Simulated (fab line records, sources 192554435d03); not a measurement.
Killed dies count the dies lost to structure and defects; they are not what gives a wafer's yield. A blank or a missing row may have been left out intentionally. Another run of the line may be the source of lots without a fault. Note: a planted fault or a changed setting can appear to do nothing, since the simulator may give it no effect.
Lot-split experiment / flow n5 finfet / 39 wafers read across 7 lots, on a route 1938 steps long

ON THE SPLIT
At N5_BEOL_M13_TRENCH_ETCH_34 (etches SiOC in C4F8/O2/Ar, target depth 413.47 nm, time 162.6 s), the setting target depth a was moved away from the recipe's 4134.7 angstrom on 12 of the 39 wafers read, by -45.0% to +42.5%. This setting was run at the recipe's value on the other wafers.

FROM THE SPLIT TO THE READING: what the file shows between them, 10 steps
- N5_BEOL_M13_STRIP_70: strips in C4F8/O2/Ar
- N5_BEOL_M13_OCD_MEAS_35
- N5_BEOL_M13_STRIP_37: strips in N2/H2
- N5_BEOL_M13_ETCH_38: etches SiCN in CF4/N2, target depth 67.5 nm, time 71.9 s
- N5_BEOL_M13_ECD_47: material Cu, target thk 936 nm
- N5_BEOL_M13_ANNEAL_48: time 90 s
- N5_BEOL_M13_CMP_49: polishes, stops on SiOC, t overpolish 17.1 s, target thk 420 nm
- N5_BEOL_M13_THK_MEAS_50: measures by xrf
- N5_BEOL_M13_PRE_CLEAN_52: time 15 s
- N5_BEOL_M13_DEP_53: deposits SiCN from 3MS/NH3, target thk 50 nm, time 17.8 s

THE READING
At N5_BEOL_M13_RS_MEAS_54, a four-point-probe measurement gives M13_RS in ohm/sq. Fault-free wafers of this fab line usually give 0.0450 ohm/sq, standard deviation 0.00086 ohm/sq.

wafer=L074.1; tool, chamber at the split=rie diel-05, 2; target depth a as run, angstrom=2274; against the recipe=-45.0%; M13_RS, ohm/sq=0.0807; against lot-mates on the recipe=+0.0359
wafer=L074.2; tool, chamber at the split=rie diel-05, 1; target depth a as run, angstrom=4134.7; against the recipe=recipe; M13_RS, ohm/sq=0.0439; against lot-mates on the recipe=-
wafer=L074.3; tool, chamber at the split=rie diel-05, 0; target depth a as run, angstrom=2274; against the recipe=-45.0%; M13_RS, ohm/sq=0.0865; against lot-mates on the recipe=+0.0417
wafer=L074.4; tool, chamber at the split=rie diel-05, 3; target depth a as run, angstrom=4134.7; against the recipe=recipe; M13_RS, ohm/sq=0.0451; against lot-mates on the recipe=-
wafer=L074.5; tool, chamber at the split=rie diel-05, 0; target depth a as run, angstrom=2274; against the recipe=-45.0%; M13_RS, ohm/sq=0.0853; against lot-mates on the recipe=+0.0405
wafer=L074.6; tool, chamber at the split=rie diel-05, 3; target depth a as run, angstrom=4134.7; against the recipe=recipe; M13_RS, ohm/sq=0.0453; against lot-mates on the recipe=-
wafer=L076.1; tool, chamber at the split=rie diel-03, 1; target depth a as run, angstrom=4134.7; against the recipe=recipe; M13_RS, ohm/sq=0.0457; against lot-mates on the recipe=-
wafer=L076.2; tool, chamber at the split=rie diel-03, 3; target depth a as run, angstrom=4134.7; against the recipe=recipe; M13_RS, ohm/sq=0.0446; against lot-mates on the recipe=-
wafer=L076.3; tool, chamber at the split=rie diel-03, 2; target depth a as run, angstrom=4134.7; against the recipe=recipe; M13_RS, ohm/sq=0.0461; against lot-mates on the recipe=-
wafer=L076.4; tool, chamber at the split=rie diel-03, 0; target depth a as run, angstrom=4134.7; against the recipe=recipe; M13_RS, ohm/sq=0.0457; against lot-mates on the recipe=-
wafer=L076.5; tool, chamber at the split=rie diel-03, 1; target depth a as run, angstrom=4134.7; against the recipe=recipe; M13_RS, ohm/sq=0.0457; against lot-mates on the recipe=-
wafer=L076.6; tool, chamber at the split=rie diel-03, 0; target depth a as run, angstrom=4134.7; against the recipe=recipe; M13_RS, ohm/sq=0.0453; against lot-mates on the recipe=-
wafer=L077.1; tool, chamber at the split=rie diel-01, 0; target depth a as run, angstrom=4134.7; against the recipe=recipe; M13_RS, ohm/sq=0.0445; against lot-mates on the recipe=-
wafer=L077.2; tool, chamber at the split=rie diel-01, 2; target depth a as run, angstrom=5117; against the recipe=+23.8%; M13_RS, ohm/sq=0.0364; against lot-mates on the recipe=-0.0084
wafer=L077.3; tool, chamber at the split=rie diel-01, 3; target depth a as run, angstrom=5117; against the recipe=+23.8%; M13_RS, ohm/sq=0.0363; against lot-mates on the recipe=-0.0085
wafer=L077.4; tool, chamber at the split=rie diel-01, 1; target depth a as run, angstrom=4134.7; against the recipe=recipe; M13_RS, ohm/sq=0.0449; against lot-mates on the recipe=-
wafer=L077.5; tool, chamber at the split=rie diel-01, 3; target depth a as run, angstrom=4134.7; against the recipe=recipe; M13_RS, ohm/sq=0.0449; against lot-mates on the recipe=-
wafer=L077.6; tool, chamber at the split=rie diel-01, 0; target depth a as run, angstrom=5117; against the recipe=+23.8%; M13_RS, ohm/sq=0.0356; against lot-mates on the recipe=-0.0092
wafer=L082.1; tool, chamber at the split=rie diel-05, 0; target depth a as run, angstrom=5890; against the recipe=+42.5%; M13_RS, ohm/sq=0.0320; against lot-mates on the recipe=-0.0137
wafer=L082.2; tool, chamber at the split=rie diel-05, 3; target depth a as run, angstrom=4134.7; against the recipe=recipe; M13_RS, ohm/sq=0.0451; against lot-mates on the recipe=-
wafer=L082.3; tool, chamber at the split=rie diel-05, 1; target depth a as run, angstrom=5890; against the recipe=+42.5%; M13_RS, ohm/sq=0.0306; against lot-mates on the recipe=-0.0151
wafer=L082.4; tool, chamber at the split=rie diel-05, 2; target depth a as run, angstrom=5890; against the recipe=+42.5%; M13_RS, ohm/sq=0.0311; against lot-mates on the recipe=-0.0146
wafer=L082.5; tool, chamber at the split=rie diel-05, 3; target depth a as run, angstrom=4134.7; against the recipe=recipe; M13_RS, ohm/sq=0.0452; against lot-mates on the recipe=-
wafer=L082.6; tool, chamber at the split=rie diel-05, 0; target depth a as run, angstrom=4134.7; against the recipe=recipe; M13_RS, ohm/sq=0.0467; against lot-mates on the recipe=-
wafer=L085.1; tool, chamber at the split=rie diel-03, 2; target depth a as run, angstrom=4134.7; against the recipe=recipe; M13_RS, ohm/sq=0.0463; against lot-mates on the recipe=-
wafer=L085.2; tool, chamber at the split=rie diel-03, 1; target depth a as run, angstrom=3406; against the recipe=-17.6%; M13_RS, ohm/sq=0.0549; against lot-mates on the recipe=+0.0092
wafer=L085.3; tool, chamber at the split=rie diel-03, 3; target depth a as run, angstrom=4134.7; against the recipe=recipe; M13_RS, ohm/sq=0.0451; against lot-mates on the recipe=-
wafer=L085.4; tool, chamber at the split=rie diel-03, 0; target depth a as run, angstrom=3406; against the recipe=-17.6%; M13_RS, ohm/sq=0.0550; against lot-mates on the recipe=+0.0093
wafer=L085.5; tool, chamber at the split=rie diel-03, 1; target depth a as run, angstrom=4134.7; against the recipe=recipe; M13_RS, ohm/sq=0.0457; against lot-mates on the recipe=-
wafer=L085.6; tool, chamber at the split=rie diel-03, 0; target depth a as run, angstrom=3406; against the recipe=-17.6%; M13_RS, ohm/sq=0.0543; against lot-mates on the recipe=+0.0086
wafer=L088.2; tool, chamber at the split=rie diel-03, 1; target depth a as run, angstrom=4134.7; against the recipe=recipe; M13_RS, ohm/sq=0.0456; against lot-mates on the recipe=-
wafer=L088.3; tool, chamber at the split=rie diel-03, 2; target depth a as run, angstrom=4134.7; against the recipe=recipe; M13_RS, ohm/sq=0.0451; against lot-mates on the recipe=-
wafer=L088.6; tool, chamber at the split=rie diel-03, 0; target depth a as run, angstrom=4134.7; against the recipe=recipe; M13_RS, ohm/sq=0.0451; against lot-mates on the recipe=-
wafer=L093.1; tool, chamber at the split=rie diel-03, 1; target depth a as run, angstrom=4134.7; against the recipe=recipe; M13_RS, ohm/sq=0.0458; against lot-mates on the recipe=-
wafer=L093.2; tool, chamber at the split=rie diel-03, 2; target depth a as run, angstrom=4134.7; against the recipe=recipe; M13_RS, ohm/sq=0.0455; against lot-mates on the recipe=-
wafer=L093.3; tool, chamber at the split=rie diel-03, 3; target depth a as run, angstrom=4134.7; against the recipe=recipe; M13_RS, ohm/sq=0.0454; against lot-mates on the recipe=-
wafer=L093.4; tool, chamber at the split=rie diel-03, 0; target depth a as run, angstrom=4134.7; against the recipe=recipe; M13_RS, ohm/sq=0.0447; against lot-mates on the recipe=-
wafer=L093.5; tool, chamber at the split=rie diel-03, 0; target depth a as run, angstrom=4134.7; against the recipe=recipe; M13_RS, ohm/sq=0.0453; against lot-mates on the recipe=-
wafer=L093.6; tool, chamber at the split=rie diel-03, 1; target depth a as run, angstrom=4134.7; against the recipe=recipe; M13_RS, ohm/sq=0.0457; against lot-mates on the recipe=-

FIT RESULTS
A straight line over all 39 wafers: M13_RS changes by -0.000582 ohm/sq for each +1% of target depth a; r = -0.93; the points scatter about the line by 0.0045 ohm/sq.
The same after taking each lot's own level away (the mean of its wafers on the recipe; 39 wafers): -0.000587 ohm/sq for each +1%; r = -0.93; scatter 0.0046 ohm/sq.
Per that fit: largest target depth a move, reading shift of 0.026 ohm/sq.
The span of the lots' own levels, 0.04477 to 0.04570 ohm/sq, comes to 1.1 times the standard deviation stated above.
So the lot-to-lot level changes the slope little: the two slopes agree.
Check: +0.027 ohm/sq against its lot-mates is what the line predicts for one of the wafers moved furthest among these (-45.0%) when that wafer is left out of the fit. Against them it came out at +0.0359 ohm/sq.

THE WHOLE CHAIN: every reading that the file lists as answering this split, in the file's order
step=N5_BEOL_M13_TRENCH_ETCH_34; what it does=etches SiOC in C4F8/O2/Ar, target depth 413.47 nm, time 162.6 s; reading=etch.depth nm (the simulator's own value, which no gauge read); change (the file's fit)=+4.28 nm for each +1% of the setting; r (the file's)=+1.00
step=N5_BEOL_M13_OCD_MEAS_35; what it does=; reading=trench depth nm; change (the file's fit)=+4.29 nm for each +1% of the setting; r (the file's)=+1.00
step=N5_BEOL_M13_CMP_49; what it does=polishes, stops on SiOC, t overpolish 17.1 s, target thk 420 nm; reading=Cu_of_BEOL_M13_ECD_47.thk nm (the simulator's own value, which no gauge read); change (the file's fit)=+4.24 nm for each +1% of the setting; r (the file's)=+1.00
step=N5_BEOL_M13_THK_MEAS_50; what it does=measures by xrf; reading=M13_THK; change (the file's fit)=+4.28 for each +1% of the setting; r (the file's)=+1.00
step=N5_BEOL_M13_RS_MEAS_54; what it does=measures by four-point-probe; reading=M13_RS; change (the file's fit)=-0.000585 for each +1% of the setting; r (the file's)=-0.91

THE FILE'S OWN FIT
M13_RS changes by -0.000585 ohm/sq for each +1% of target depth a, r = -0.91.
